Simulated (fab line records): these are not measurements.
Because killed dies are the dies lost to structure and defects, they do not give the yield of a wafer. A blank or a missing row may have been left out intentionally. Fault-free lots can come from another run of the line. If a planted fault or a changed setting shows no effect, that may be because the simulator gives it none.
The tool behind it: which one?    flow nand-harc    12 lots with 36 wafers sampled at 5 steps, on a route of 1159 steps

## WHAT EACH GAUGE READ, for each wafer
NHARC_END_SORT_01. Usual: defect-limited-yield 95.2 %, standard deviation 1.9; killed-at-array 29, standard deviation 13; killed-at-other 0.7, standard deviation 1; killed-at-periphery 3.2, standard deviation 2.3; killed-dies 33, standard deviation 13; killed-open 3.3, standard deviation 1.7; killed-short 2.0, standard deviation 1.5; sort_bin_2_pct 1.5 %, standard deviation 0.8; sort_bin_3_pct 0.27 %, standard deviation 0.22; sort_bin_4_pct 3.0 %, standard deviation 1.1; sort-n-pass 644, standard deviation 13; sort-rim-yield-pct 96.0 %, standard deviation 2.9; sort-yield-pct 95.2 %, standard deviation 1.9.
lot   measured      on         defect-limited-yield (%)  killed-at-array  killed-at-other  killed-at-periphery  killed-dies  killed-open  killed-short  sort_bin_2_pct (%)  sort_bin_3_pct (%)  sort_bin_4_pct (%)  sort-n-pass  sort-rim-yield-pct (%)  sort-yield-pct (%)  flag
L433  day 19 06:14  prober-02  96.6 96.6 95.7            22 19 25         0 0 1            1 4 3                23 23 29     3 4 5        1 2 2         0.7 1.8 1.6         0.44 0.15 0.15      2.2 1.5 2.5         654 654 648  98.1 93.4 99.1          96.6 96.6 95.7      
L434  day 19 16:29  prober-01  96.5 96.2 96.0            22 20 24         0 0 0            2 6 3                24 26 27     2 4 3        4 1 3         0.6 1.6 1.2         0.15 0.15 0.30      2.8 2.1 2.5         653 651 650  97.2 99.1 97.2          96.5 96.2 96.0      
L435  day 20 00:19  prober-01  96.9 96.9 95.1            19 18 32         0 1 0            2 2 1                21 21 33     2 2 3        2 3 2         0.7 0.3 1.2         0.30 0.30 0.74      2.1 2.5 3.0         656 656 644  97.2 94.3 98.1          96.9 96.9 95.1      
L437  day 21 00:59  prober-02  95.6 96.2 94.8            27 25 34         0 0 0            3 1 1                30 26 35     2 4 2        1 2 1         1.6 0.7 1.0         0.15 0 0.30         2.7 3.1 3.8         647 651 642  96.2 90.6 99.1          95.6 96.2 94.8      
L438  day 20 22:35  prober-01  97.9 97.0 97.5            13 15 14         0 1 0            1 4 3                14 20 17     4 7 4        2 1 4         0.7 1.0 0.9         0 0.15 0            1.3 1.8 1.6         663 657 660  99.1 97.2 97.2          97.9 97.0 97.5      
L439  day 21 07:56  prober-02  96.3 95.4 96.0            24 27 23         0 0 0            1 4 4                25 31 27     4 3 3        0 5 1         1.0 1.0 1.6         0.44 0.44 0.15      2.2 3.1 2.2         652 646 650  98.1 96.2 93.4          96.3 95.4 96.0      
L442  day 22 01:38  prober-02  92.9 93.2 93.8            47 45 41         0 0 0            1 1 1                48 46 42     3 5 5        0 2 2         2.2 2.2 2.1         0.15 0.44 0.15      4.7 4.1 4.0         629 631 635  99.1 93.4 97.2          92.9 93.2 93.8      
L451  day 24 02:37  prober-02  95.3 93.8 93.8            27 39 41         0 0 0            5 3 1                32 42 42     1 7 2        3 1 3         1.3 2.7 1.6         0.44 0.15 0.59      3.0 3.4 4.0         645 635 635  91.5 92.5 97.2          95.3 93.8 93.8      
L453  day 24 12:30  prober-02  89.8 91.7 92.0            64 50 50         3 1 0            2 5 4                69 56 54     3 4 5        2 1 2         3.4 3.4 3.5         0.30 0.30 0.30      6.5 4.6 4.1         608 621 623  92.5 97.2 89.6          89.8 91.7 92.0      
L454  day 24 21:51  prober-02  96.6 97.3 97.9            19 14 11         1 1 0            3 3 3                23 18 14     6 6 2        3 0 0         0.9 0.7 0.1         0.15 0.15 0         2.4 1.8 1.9         654 659 663  89.6 97.2 97.2          96.6 97.3 97.9      
L452  day 24 20:16  prober-01  91.6 92.5 92.5            56 50 50         0 0 0            1 1 1                57 51 51     3 2 2        1 1 1         2.8 2.2 2.4         0.59 1.03 0.30      5.0 4.3 4.9         620 626 626  98.1 93.4 94.3          91.6 92.5 92.5      
L456  day 25 05:56  prober-01  95.4 93.9 95.1            28 33 24         0 2 2            3 6 7                31 41 33     5 5 2        5 4 2         1.3 1.8 1.5         0.15 0.59 0.30      3.1 3.7 3.1         646 636 644  92.5 98.1 90.6          95.4 93.9 95.1      

## WHAT TOOL EACH LOT RAN ON (gives the tool, then ch and the chambers of the sampled wafers, and finally the start)
lot   NHARC_THIN_TSV_ETCHBACK_48          NHARC_THIN_TSV_DEGAS_49       NHARC_THIN_TSV_CMP_21          NHARC_THIN_TSV_STRIP_57
L433  rie-diel-02 ch 0,1,3, day 18 11:14  pvd-sputter-03, day 18 11:46  cmp-02 ch 0,2,3, day 18 13:32  wet-bench-08 ch 0,4,7, day 18 16:07
L434  rie-diel-03 ch 0,2,3, day 19 02:12  pvd-sputter-02, day 19 02:39  cmp-03 ch 0,1, day 19 04:11    wet-bench-10 ch 0,1,7, day 19 07:02
L435  rie-diel-02 ch 1,2, day 19 03:22    pvd-sputter-01, day 19 03:52  cmp-03 ch 1,2,3, day 19 05:28  wet-bench-10 ch 0,5,6, day 19 08:01
L437  rie-diel-03 ch 0,1, day 20 09:33    pvd-sputter-01, day 20 10:22  cmp-02 ch 0,1,3, day 20 12:05  wet-bench-08 ch 1,4,5, day 20 14:37
L438  rie-diel-02 ch 1,2, day 20 10:35    pvd-sputter-01, day 20 11:07  cmp-01 ch 0,1,2, day 20 12:44  wet-bench-10 ch 2,3,5, day 20 15:08
L439  rie-diel-12 ch 0,1,3, day 20 18:30  pvd-sputter-01, day 20 19:02  cmp-03 ch 0,1,3, day 20 20:33  wet-bench-10 ch 2,4,5, day 20 23:10
L442  rie-diel-03 ch 0,3, day 21 13:01    pvd-sputter-02, day 21 13:33  cmp-03 ch 0,1,2, day 21 15:08  wet-bench-08 ch 2,4,6, day 21 17:40
L451  rie-diel-12 ch 0,1,3, day 23 13:44  pvd-sputter-02, day 23 14:52  cmp-02 ch 1,2,3, day 23 16:25  wet-bench-10 ch 1,3,7, day 23 18:52
L453  rie-diel-02 ch 0,1,3, day 23 21:59  pvd-sputter-02, day 23 22:27  cmp-02 ch 1,2,3, day 24 00:01  wet-bench-08 ch 4,5,7, day 24 02:35
L454  rie-diel-02 ch 1,2,3, day 24 04:10  pvd-sputter-02, day 24 04:49  cmp-02 ch 0,1,2, day 24 06:26  wet-bench-10 ch 0,6,7, day 24 08:58
L452  rie-diel-02 ch 0,1, day 24 05:18    pvd-sputter-02, day 24 05:50  cmp-03 ch 0,1,2, day 24 07:27  wet-bench-10 ch 1,4,7, day 24 10:01
L456  rie-diel-02 ch 0,2,3, day 24 17:01  pvd-sputter-01, day 24 17:28  cmp-02 ch 0,1,3, day 24 19:02  wet-bench-10 ch 1,2,3, day 24 21:36
- NHARC_THIN_TSV_ETCHBACK_48: etches the open film in C4F8/Ar, target depth 1028.5 nm, time 405.17 s.
- NHARC_THIN_TSV_DEGAS_49: time 120 s.
- NHARC_THIN_TSV_CMP_21: polishes, t overpolish 30 s, target thk 2000 nm.
- NHARC_THIN_TSV_STRIP_57: strips in post etch residue remover, time 1200 s.

## WHAT THE TOOLS THEMSELVES READ (means of the sampled wafers that have a number; where no wafer has one, the mark that the record gives instead)
NHARC_THIN_TSV_ETCHBACK_48. Usual: chamber-pressure-mTorr 25.000 mTorr, standard deviation 0.024; oes-product-au 0.95 a.u., standard deviation 0.032; rf-vpp-V 546 V, standard deviation 4.1.
lot   tool         chamber-pressure-mTorr (mTorr)  oes-product-au (a.u.)  rf-vpp-V (V)  flag
L433  rie-diel-02  24.995                          0.99                   545           
L434  rie-diel-03  25.012                          0.95                   549           
L435  rie-diel-02  24.995                          0.93                   542           
L437  rie-diel-03  25.006                          0.93                   544           
L438  rie-diel-02  24.988                          0.91                   543           
L439  rie-diel-12  24.977                          0.94                   549           
L442  rie-diel-03  24.997                          0.93                   546           
L451  rie-diel-12  24.987                          0.94                   549           
L453  rie-diel-02  25.019                          0.92                   545           
L454  rie-diel-02  24.992                          0.94                   542           
L452  rie-diel-02  25.014                          0.93                   546           
L456  rie-diel-02  25.013                          0.93                   545           

NHARC_THIN_TSV_DEGAS_49. Usual: heater-power-w at 465 W, with a standard deviation of 33.
lot   tool            heater-power-w (W)  flag
L433  pvd-sputter-03  459                 
L434  pvd-sputter-02  460                 
L435  pvd-sputter-01  465                 
L437  pvd-sputter-01  442                 
L438  pvd-sputter-01  483                 
L439  pvd-sputter-01  457                 
L442  pvd-sputter-02  448                 
L451  pvd-sputter-02  460                 
L453  pvd-sputter-02  476                 
L454  pvd-sputter-02  476                 
L452  pvd-sputter-02  448                 
L456  pvd-sputter-01  517                 

NHARC_THIN_TSV_CMP_21. Usual: motor-current-A 12.3 A, standard deviation 1.1; overpolish-run-s 30.000 s, standard deviation 0.0081.
lot   tool    motor-current-A (A)  overpolish-run-s (s)  flag
L433  cmp-02  12.6                 29.999                
L434  cmp-03  12.4                 29.998                
L435  cmp-03  12.7                 29.992                
L437  cmp-02  11.3                 30.007                
L438  cmp-01  12.1                 29.994                
L439  cmp-03  13.1                 30.012                
L442  cmp-03  12.4                 29.999                
L451  cmp-02  12.0                 29.995                
L453  cmp-02  11.7                 30.002                
L454  cmp-02  11.2                 30.001                
L452  cmp-03  12.9                 29.998                
L456  cmp-02  11.1                 29.998                

NHARC_THIN_TSV_STRIP_57. Usual: bath-guard-temp-C 72.6 C, standard deviation 0.44; bath-heat-duty-pct 14.4 %, standard deviation 1.5.
lot   tool          bath-guard-temp-C (C)  bath-heat-duty-pct (%)  flag
L433  wet-bench-08  72.6                   13.6                    
L434  wet-bench-10  73.0                   16.2                    
L435  wet-bench-10  72.6                   15.4                    
L437  wet-bench-08  72.6                   13.8                    
L438  wet-bench-10  72.6                   14.5                    
L439  wet-bench-10  72.6                   13.8                    
L442  wet-bench-08  72.1                   14.5                    
L451  wet-bench-10  -                      -                       OFF
L453  wet-bench-08  72.7                   13.6                    
L454  wet-bench-10  72.8                   16.2                    
L452  wet-bench-10  -                      -                       OFF
L456  wet-bench-10  72.6                   14.1                    

## THE ANSWER, worked out from the rows above alone
Rule: a lot is off if the mean of its wafers that have a number lies more than 3 standard deviations from the usual mean. Also off: a lot with no number at a reading for which 4 or more lots have one. Any other lot the step has rows for is counted as sound. After the gauges, taken in route order, come the tools' own readings; for these a lot's mean is taken, as printed above. At the first step where some lot is off, the reading lying furthest off is the one used; lots without a number count as furthest.
Off: L451, L452, at NHARC_THIN_TSV_STRIP_57 (bath-guard-temp-C). Without a number there: L451, L452.
If a tool, at that step or one of the process steps before it, ran each lot that is off and ran no sound lot following the first of them, it fits. Of those tried, none fits.

## WHAT THE SIMULATOR HAD INSERTED
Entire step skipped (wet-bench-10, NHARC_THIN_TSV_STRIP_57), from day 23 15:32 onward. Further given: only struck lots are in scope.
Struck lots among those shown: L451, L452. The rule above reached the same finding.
